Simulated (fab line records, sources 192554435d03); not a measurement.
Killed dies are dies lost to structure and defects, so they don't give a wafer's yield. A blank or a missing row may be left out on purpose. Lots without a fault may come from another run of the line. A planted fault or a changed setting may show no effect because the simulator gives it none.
Split-lot experiment | flow n5_finfet | 7 lots, 21 wafers read, on a route of 1938 steps

THE SPLIT
At N5_BEOL_M8_TRENCH_ETCH_37 (etches SiCOH lowk in C4F6/O2, target depth 93.478 nm, time 31.2 s), the setting bias_w was moved away from the recipe's 185 W on 6 of the 21 wafers read, by -11.2% to +17.4%. The other wafers ran this setting at the recipe's value.

The reading is taken at the split's own step.

THE READING
rf_vpp_V, in V, at N5_BEOL_M8_TRENCH_ETCH_37 (etches SiCOH lowk in C4F6/O2, target depth 93.478 nm, time 31.2 s). Fault-free wafers of this fab line usually give 669 V, standard deviation 7.3 V.

wafer  | tool, chamber at the split | bias_w as run, W | against the recipe | rf_vpp_V, V | against lot-mates on the recipe
L074.3 | rie_diel-05, 2             | 185              | recipe             | 671         | -
L074.4 | rie_diel-05, 0             | 185              | recipe             | 671         | -
L074.6 | rie_diel-05, 3             | 185              | recipe             | 669         | -
L078.1 | rie_diel-02, 1             | 217.1            | +17.4%             | 749         | +74
L078.3 | rie_diel-02, 3             | 217.1            | +17.4%             | 767         | +92
L078.4 | rie_diel-02, 2             | 185              | recipe             | 675         | -
L080.1 | rie_diel-05, 3             | 185              | recipe             | 669         | -
L080.3 | rie_diel-05, 2             | 185              | recipe             | 671         | -
L080.5 | rie_diel-05, 2             | 164.2            | -11.2%             | 607         | -63
L082.1 | rie_diel-03, 1             | 185              | recipe             | 672         | -
L082.3 | rie_diel-03, 2             | 197.6            | +6.8%              | 702         | +34
L082.6 | rie_diel-03, 2             | 185              | recipe             | 665         | -
L086.1 | rie_diel-02, 2             | 185              | recipe             | 675         | -
L086.2 | rie_diel-02, 3             | 185              | recipe             | 675         | -
L086.3 | rie_diel-02, 0             | 185              | recipe             | 680         | -
L090.3 | rie_diel-02, 2             | 185              | recipe             | 674         | -
L090.4 | rie_diel-02, 0             | 205.4            | +11.0%             | 739         | +65
L090.6 | rie_diel-02, 0             | 205.4            | +11.0%             | 740         | +66
L097.1 | rie_diel-05, 2             | 185              | recipe             | 670         | -
L097.2 | rie_diel-05, 0             | 185              | recipe             | 670         | -
L097.3 | rie_diel-05, 0             | 185              | recipe             | 669         | -

THE FIT
A straight line over all 21 wafers: rf_vpp_V changes by +5.34 V for each +1% of bias_w; r = +0.99; the points scatter about the line by 5.8 V.
The same after taking each lot's own level away (the mean of its wafers on the recipe; 21 wafers): +5.18 V for each +1%; r = +0.99; scatter 5 V.
On that fit, the largest move of bias_w shifts the reading by 90 V.
The lots' own levels span 668.5 to 676.7 V, that is 1.1 times the standard deviation above.
So the lot-to-lot level changes the slope little: the two slopes agree.
Check: with one of the wafers moved furthest among these (+17.4%) left out of the fit, the line predicts +96.2 V for it against its lot-mates. It came out at +74 V against them.
Tool readings at the split's step, against how far the setting was moved: rf_vpp_V r = +0.99.

OTHER SPLITS ON THESE WAFERS
These wafers also went through other splits before the reading. Each is held against what the fit with the lots' levels taken away leaves over:
other split on the same wafers  | wafers away from the commonest value | r with rf_vpp_V (lot level and that fit taken away)
N5_BEOL_M8_EXPOSE_25 dose_mj    | 6                                    | +0.34
N5_BEOL_M8_ETCH_66 source_w     | 9                                    | +0.14
N5_BEOL_M8_VIA_ETCH_34 source_w | 7                                    | +0.16

THE FILE'S OWN FIT
rf_vpp_V changes by +5.21 V for each +1% of bias_w, r = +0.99.
